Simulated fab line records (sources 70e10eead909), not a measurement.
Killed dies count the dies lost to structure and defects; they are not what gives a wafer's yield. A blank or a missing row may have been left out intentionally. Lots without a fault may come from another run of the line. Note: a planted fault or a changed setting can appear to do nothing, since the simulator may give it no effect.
fab line records | flow nandHarc
record lots=12 wafers=34 lastDay=24
route steps=1159 shown A_STAIRCASE@629 A_SGD_CUT@747 END@1159
lots that met no fault: from a run of the same line without faults
startH: the number of hours between the record's first day and the start of the first shown wafer of the lot | waitH: how many hours have passed since the lot's step before this one | " as in the row above | L1.1+2: several wafers, shown together as one row | - no value present, or no start provided | * or withheld: withheld | < > ~ a bound
route shown NAME@n: a module of which the file shows steps, and the number in the route of the first | usual: the fault-free wafers' mean and standard deviation | same: alike in all rows | chamber/n: place in a boat | sites: the reading at each site | _std_site: how widely they spread, as a standard deviation | _edge_site: the outer-site mean with the inner-site mean subtracted | radiusMm: how far each site lies from the wafer's centre | mask NAME#n: copy n | behind: the tool/chamber that last shaped the wafer | hold: reason for holding the lot/hours on hold/outcome of the hold | device: which transistor (n, p or np) failed to switch | end of line: the route-end tests of the same wafers | where a step has no rows: the recipe by itself | killed: at the first sort, the dies lost to defects and structure; wafer yield is something else | map: per-die view of a wafer (x killed, . not killed, _ where there is no die)
set.NAME: the setting as run; set.NAME@STEP: as run at that earlier step | model.NAME: the simulator's own value behind a step, which no gauge read
steps of the route over a sample of lots; a table a step, a row a wafer
services: from which hour (startH, from the record's first day; less than 0 if before it) a tool's chamber was out of use, for how many hours, and why
## steps
# step NHARC_A_STAIRCASE_TRIM_235
# recipe timeS=211.2 o2FlowSccm=500 arFlowSccm=0 biasW=0 chemistry=O2
# usual drypumpMotorCurrentA=5.6/0.34 mfcArSccm=0.016/0.017 oesProductAu=1.003/0.011 rfVppV=57.7/0.93 showerheadPlenumPTorr=3.50/0.19 throttleValvePct=17.036/0.0084
# columns lot.wafer tool chamber startH waitH drypumpMotorCurrentA mfcArSccm oesProductAu rfHoursCounterH rfVppV showerheadPlenumPTorr throttleValvePct
L939.3 rieDiel-09 2 242.59 - 5.6 0.034 1.017 59 59.1 3.57 17.023
L939.4 " 3 " " 6.2 0 1.018 61 57.7 3.77 17.032
L939.2 " 0 " " 5.6 0 1.019 61 56.8 3.36 17.026
L940.3 rieDiel-03 0 263.10 - 5.2 0.042 1.022 14 56.9 3.41 17.051
L940.4 " 3 " " 6.2 0 1.001 14 56.9 3.33 17.045
L940.5 " 1 " " 5.7 0.021 1.011 - 57.2 3.30 17.038
L943.4 rieDiel-09 0 272.50 - 5.5 0 1.003 5 57.0 3.36 17.028
L943.5 " 1 " " 5.2 0.040 0.974 - 58.0 3.69 17.043
L943.6 " 2 " " 5.6 0.034 0.997 - 58.2 3.57 17.027
L942.2 rieDiel-03 3 273.61 - 6.2 0 1.003 20 56.8 3.32 17.034
L942.5 " 0 " " 5.3 0.042 1.011 - 56.9 3.41 17.024
L942.6 " 1 " " 5.7 0.021 1.001 - 57.4 3.29 17.037
L945.1 rieDiel-03 1 276.69 - 5.7 0.021 1.011 21 58.9 3.29 17.029
L945.3 " 3 " " 6.2 0 1.001 22 56.4 3.32 17.058
L945.4 " 0 " " 5.3 0.042 1.019 21 56.7 3.41 17.034
L944.2 rieDiel-09 0 277.22 - 5.6 0 1.014 6 57.7 3.36 17.050
L944.5 " 1 " " 5.2 0.040 0.985 - 57.6 3.69 17.039
L944.6 " 2 " " 5.6 0.034 1.001 - 57.5 3.57 17.046
L947.4 rieDiel-03 2 293.77 - 5.3 0 1.012 28 57.5 3.79 17.033
L947.1 " 0 " " 5.3 0.042 1.022 28 58.2 3.40 17.028
L947.6 " 3 " " 6.2 0 1.003 - 57.4 3.32 17.036
L946.2 rieDiel-03 0 296.02 - 5.3 0.042 1.016 28 56.8 3.40 17.035
L946.5 " 1 " " 5.7 0.021 0.999 - 56.9 3.29 17.027
L946.6 " 2 " " 5.3 0 1.001 - 59.3 3.79 17.052
L948.4 rieDiel-03 0 312.18 - 5.2 0.042 1.012 31 57.9 3.40 17.036
L948.6 " 3 " " 6.2 0 1.006 - 56.7 3.32 17.032
L948.5 " 0 " " 5.3 0.042 1.015 - 58.0 3.40 17.021
L949.2 rieDiel-02 0 322.00 - 5.8 0.032 1.008 56 58.0 3.53 17.025
L949.3 " 1 " " 5.6 0.001 0.983 61 58.4 3.55 17.024
L949.5 " 0 " " 5.8 0.032 1.008 - 57.0 3.53 17.022
L950.2 rieDiel-03 0 322.68 - 5.2 0.042 1.013 36 57.2 3.40 17.038
L950.3 " 1 " " 5.7 0.021 1.015 36 57.9 3.28 17.045
L950.1 " 2 " " 5.3 0 0.998 36 57.1 3.79 17.041
L957.3 rieDiel-03 3 354.09 - 6.2 0 0.999 50 56.8 3.31 17.033
# step NHARC_A_STAIRCASE_DEP_417
# recipe targetThkA=600 stepCoveragePct=20 tempC=400 targetThkNm=60 flowSccm=200 rfW=450 material=Si3N4
# usual heaterPowerW=707/120
# columns lot.wafer tool chamber startH waitH heaterPowerW
L939.3 pecvd-02 2 258.28 - 879
L939.2 " 0 " " 558
L939.4 " 2 " " 892
L940.3 pecvd-02 1 279.88 - 799
L940.4 " 1 " " 774
L940.5 " 0 " " 613
L943.5 pecvd-02 0 290.75 - 566
L943.6 " 1 " " 695
L943.4 " 2 " " 949
L942.2 pecvd-01 0 290.97 - 555
L942.5 " 0 " " 545
L942.6 " 2 " " 754
L945.1 pecvd-04 0 293.76 - 703
L945.3 " 1 " " 683
L945.4 " 1 " " 677
L944.2 pecvd-02 0 294.46 - 625
L944.6 " 2 " " 909
L944.5 " 0 " " 614
L947.1 pecvd-04 1 313.62 - 633
L947.4 " 1 " " 648
L947.6 " 0 " " 715
L946.2 pecvd-01 2 319.63 - 720
L946.5 " 1 " " 779
L946.6 " 0 " " 478
L948.4 pecvd-02 1 328.48 - 735
L948.5 " 2 " " 943
L948.6 " 0 " " 625
L949.3 pecvd-01 2 338.19 - 692
L949.2 " 0 " " 503
L949.5 " 1 " " 794
L950.3 pecvd-01 2 339.71 - 661
L950.2 " 0 " " 597
L950.1 " 1 " " 822
L957.3 pecvd-01 0 375.63 - 517
# step NHARC_A_STAIRCASE_STRIP_446
# recipe powerW=1500 tempC=250 chemistry=O2
# usual drypumpMotorCurrentA=6.1/0.47 heaterPowerW=337/33
# columns lot.wafer tool chamber startH waitH drypumpMotorCurrentA heaterPowerW rfHoursCounterH
L939.2 plasmaAsher-02 0 295.58 0.0 5.2 272 36
L939.4 " 0 " " 5.2 273 -
L939.3 " 1 " " 5.9 360 -
L940.3 plasmaAsher-01 1 317.61 0.1 6.3 324 -
L940.4 " 0 " " 6.5 362 -
L940.5 " 1 " " 6.3 318 -
L942.2 plasmaAsher-01 0 328.95 0.1 6.5 372 13
L942.5 " 1 " " 6.3 327 -
L942.6 " 0 " " 6.5 372 -
L944.2 plasmaAsher-02 0 329.01 0.0 5.2 282 48
L944.6 " 0 " " 5.2 274 -
L944.5 " 1 " " 6.0 367 -
L945.1 plasmaAsher-01 1 329.18 0.1 6.3 318 14
L945.3 " 1 " " 6.3 322 -
L945.4 " 0 " " 6.5 374 -
L943.4 plasmaAsher-02 1 330.76 0.3 6.0 363 -
L943.5 " 0 " " 5.2 272 -
L943.6 " 1 " " 6.0 358 -
L947.1 plasmaAsher-01 1 352.78 0.1 6.3 326 22
L947.4 " 1 " " 6.3 318 -
L947.6 " 1 " " 6.3 323 -
L948.4 plasmaAsher-01 1 364.78 0.2 6.3 329 -
L948.5 " 0 " " 6.5 366 -
L948.6 " 1 " " 6.3 323 -
L946.2 plasmaAsher-01 1 364.92 0.2 6.3 318 25
L946.5 " 1 " " 6.3 324 -
L946.6 " 0 " " 6.5 370 -
L949.2 plasmaAsher-02 1 382.97 0.0 6.0 362 3
L949.3 " 1 " " 5.9 370 -
L949.5 " 0 " " 5.2 278 -
L950.1 plasmaAsher-01 0 383.10 0.0 6.5 366 33
L950.2 " 1 " " 6.3 326 33
L950.3 " 0 " " 6.5 370 -
L957.3 plasmaAsher-01 0 415.05 0.2 6.5 363 -
# step NHARC_A_SGD_CUT_DEP_00
# recipe targetThkA=500 tempC=400 targetThkNm=50 flowSccm=200 rfW=450 material=SiNx
# usual heaterPowerW=683/99
# columns lot.wafer tool chamber startH waitH hold heaterPowerW
L939.3 pecvd-02 0 298.45 0.1 - 615
L939.2 " 1 " " - 764
L939.4 " 0 " " - 612
L940.3 pecvd-04 1 320.35 0.1 - 691
L940.5 " 0 " " - 675
L940.4 " 2 " " - 559
L942.2 pecvd-02 2 331.96 0.2 - 946
L942.6 " 2 " " - 933
L942.5 " 0 " " - 597
L944.2 pecvd-02 0 332.16 0.3 - 587
L944.6 " 2 " " - 859
L944.5 " 0 " " - 579
L945.1 pecvd-04 0 332.19 0.1 - 682
L945.3 " 1 " " - 712
L945.4 " 1 " " - 714
L943.6 pecvd-04 2 333.56 0.1 - 612
L943.5 " 0 " " - 718
L943.4 " 1 " " - 743
L947.1 pecvd-03 0 355.52 0.1 - 690
L947.6 " 2 " " - 630
L947.4 " 0 " " - 647
L948.4 pecvd-04 1 367.45 0.2 - 604
L948.6 " 2 " " - 574
L948.5 " 0 " " - 645
L946.2 pecvd-02 0 367.61 0.1 - 617
L946.5 " 0 " " - 636
L946.6 " 1 " " - 781
L949.2 pecvd-03 2 385.62 0.1 - 633
L949.3 " 1 " " - 687
L949.5 " 2 " " - 630
L950.1 pecvd-02 2 385.85 0.1 - 900
L950.3 " 0 " " - 584
L950.2 " 1 " " - 748
L957.3 pecvd-04 2 421.89 4.1 awaitDispo/3.8h/release 596
# step NHARC_A_SGD_CUT_ETCH_58
# recipe targetDepthA=390 overEtchFrac=0.3 timeS=65 ionEnergyEv=80 cf4FlowSccm=150 arFlowSccm=0 rfW=300 biasW=100 chemistry=CF4
# usual drypumpMotorCurrentA=5.5/0.53 mfcArSccm=0.008/0.013 oesProductAu=1.001/0.012 rfVppV=151.2/1.3 showerheadPlenumPTorr=1.76/0.076 throttleValvePct=13.284/0.0097
# same overEtchFrac=0.3
# columns lot.wafer tool chamber startH waitH drypumpMotorCurrentA mfcArSccm oesProductAu rfHoursCounterH rfVppV showerheadPlenumPTorr throttleValvePct
L939.2 rieDiel-12 3 299.41 0.1 5.7 0 0.984 10 152.4 1.78 13.285
L939.3 " 0 " " 5.4 0.043 0.982 6 148.2 1.67 13.304
L939.4 " 2 " " 5.4 0.028 0.995 10 152.4 1.89 13.295
L940.4 rieDiel-06 3 321.31 0.1 5.5 0 1.003 6 150.1 1.74 13.292
L940.3 " 2 " " 6.3 0 1.000 7 152.8 1.84 13.267
L940.5 " 3 " " 5.5 0 0.999 - 151.3 1.74 13.283
L942.2 rieDiel-12 0 332.97 0.1 5.4 0.043 0.992 10 150.3 1.67 13.286
L942.6 " 1 " " 4.9 0.023 1.022 - 149.8 1.65 13.281
L942.5 " 2 " " 5.4 0.028 0.996 - 151.9 1.89 13.284
L944.2 rieDiel-06 2 333.00 0.1 6.3 0 0.994 8 151.7 1.84 13.274
L944.6 " 2 " " 6.3 0 1.002 - 152.8 1.84 13.287
L944.5 " 3 " " 5.5 0 1.013 - 150.8 1.74 13.275
L945.3 rieDiel-05 2 333.19 0.1 5.7 0.011 0.995 13 152.6 1.79 13.287
L945.1 " 0 " " 5.0 0 1.001 14 152.3 1.87 13.283
L945.4 " 1 " " 6.5 0 1.001 14 152.2 1.76 13.276
L943.4 rieDiel-06 0 334.48 0.1 4.7 0 1.011 6 147.8 1.66 13.262
L943.5 " 1 " " 5.7 0.021 1.024 - 150.8 1.70 13.278
L943.6 " 2 " " 6.3 0 0.986 - 152.5 1.84 13.275
L947.1 rieDiel-06 0 356.47 0.1 4.7 0 1.012 8 149.4 1.66 13.289
L947.4 " 1 " " 5.7 0.021 1.021 9 149.8 1.70 13.280
L947.6 " 0 " " 4.7 0 1.009 - 150.6 1.66 13.276
L948.4 rieDiel-12 0 368.24 0.1 5.4 0.043 1.001 13 149.7 1.67 13.302
L948.6 " 2 " " 5.4 0.028 1.004 - 153.3 1.89 13.301
L948.5 " 3 " " 5.7 0 1.000 - 151.2 1.77 13.281
L946.2 rieDiel-05 2 368.46 0.1 5.7 0.011 1.005 1 151.2 1.79 13.301
L946.6 " 0 " " 5.0 0 1.002 - 152.8 1.87 13.289
L946.5 " 1 " " 6.5 0 1.009 - 150.8 1.76 13.286
L949.2 rieDiel-05 0 386.49 0.1 5.0 0 0.998 4 151.4 1.87 13.286
L949.3 " 1 " " 6.5 0 1.001 4 151.7 1.76 13.282
L949.5 " 3 " " 5.6 0 1.004 - 151.6 1.72 13.285
L950.3 rieDiel-06 2 386.84 0.1 6.3 0 0.995 12 152.7 1.83 13.288
L950.2 " 3 " " 5.5 0 0.994 11 150.8 1.74 13.283
L950.1 " 1 " " 5.7 0.021 1.025 11 150.8 1.70 13.291
L957.3 rieDiel-05 1 427.24 0.1 6.6 0 0.995 8 152.5 1.76 13.285
# step NHARC_END_SORT_01
# recipe tempC=25
# usual killedAtArray=25/9.7 killedAtOther=0.7/0.87 killedAtPeriphery=3.3/2.3 killedDies=29/11 killedOpen=3.6/2.1 killedShort=2.3/1.7
# same grossDies=677
# columns lot.wafer tool chamber startH waitH killedAtArray killedAtOther killedAtPeriphery killedDies killedOpen killedShort
L957.3 prober-01 0 582.89 3.1 104 0 2 106 2 1
# killed by level:class
L957.3 A_STAIRCASE:unspecified=88 A_CHANNEL_HOLE_D1:chamberFilmFlake=9 P_ZERO_WELL:chamberFilmFlake=2 A_CONTACT:chamberFilmFlake=2 A_M1:chamberFilmFlake=2 A_WL_FILL:geometricParticle:open=1 A_CONTACT:geometricParticle:open=1 A_M1:geometricParticle:short=1
## services
# columns tool chamber startH hours kind
rieDiel-12 3 220.01 3.9 repair
rieDiel-12 2 228.08 11.1 repair
pecvd-04 1 229.94 5.4 repair
pecvd-01 - 237.51 13.0 pm
rieDiel-06 - 241.20 9.0 pm
pecvd-02 2 245.24 9.3 repair
rieDiel-09 - 254.25 9.0 pm
rieDiel-12 0 255.11 16.7 repair
rieDiel-12 3 266.86 1.3 repair
pecvd-01 - 269.32 0.5 repair
plasmaAsher-01 - 276.26 9.0 pm
rieDiel-12 0 287.13 5.3 repair
pecvd-02 - 333.00 0.4 repair
pecvd-02 - 334.13 13.0 pm
rieDiel-05 - 340.60 9.0 pm
plasmaAsher-01 - 356.87 1.1 repair
plasmaAsher-02 - 360.34 9.0 pm
rieDiel-06 1 360.41 8.9 repair
pecvd-04 - 376.48 13.0 pm
rieDiel-03 - 392.41 9.0 pm
pecvd-01 - 398.70 2.1 repair
pecvd-01 - 411.71 0.6 repair
rieDiel-06 - 418.20 9.0 pm
pecvd-01 - 418.51 13.0 pm
## key
firstSign step=NHARC_END_SORT_01 reading=killedAtArray direction=up sigmas=8.1 usual=25 struck=104
effect step=NHARC_END_SORT_01 reading=killedDies direction=up sigmas=7.3 usual=29 struck=106
moreKillsBornAt NHARC_A_STAIRCASE_TRIM_235@rieDiel-03=88
metAt NHARC_A_STAIRCASE_TRIM_235
struckLots L957
struckWafers L957.3
testerLeftOut L957
notActingAt NHARC_A_STAIRCASE_DEP_417,NHARC_A_STAIRCASE_STRIP_446,NHARC_A_SGD_CUT_ETCH_58
onsetBetween 312.18 354.09
alsoFits time
fault kind=chamberParticleSource tool=rieDiel-03 chamber=3 onsetH=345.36 steps=NHARC_A_STAIRCASE_TRIM_235 ratePerVisitCm2=1.3994 endH=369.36
# testerLeftOut: of these lots the tester's yield and bins aren't shown, on N5 and GAA mostly nor the transistor test; their killed dies are dies lost to structure and defects alone, not to doping, threshold or leakage, so they don't give the yield
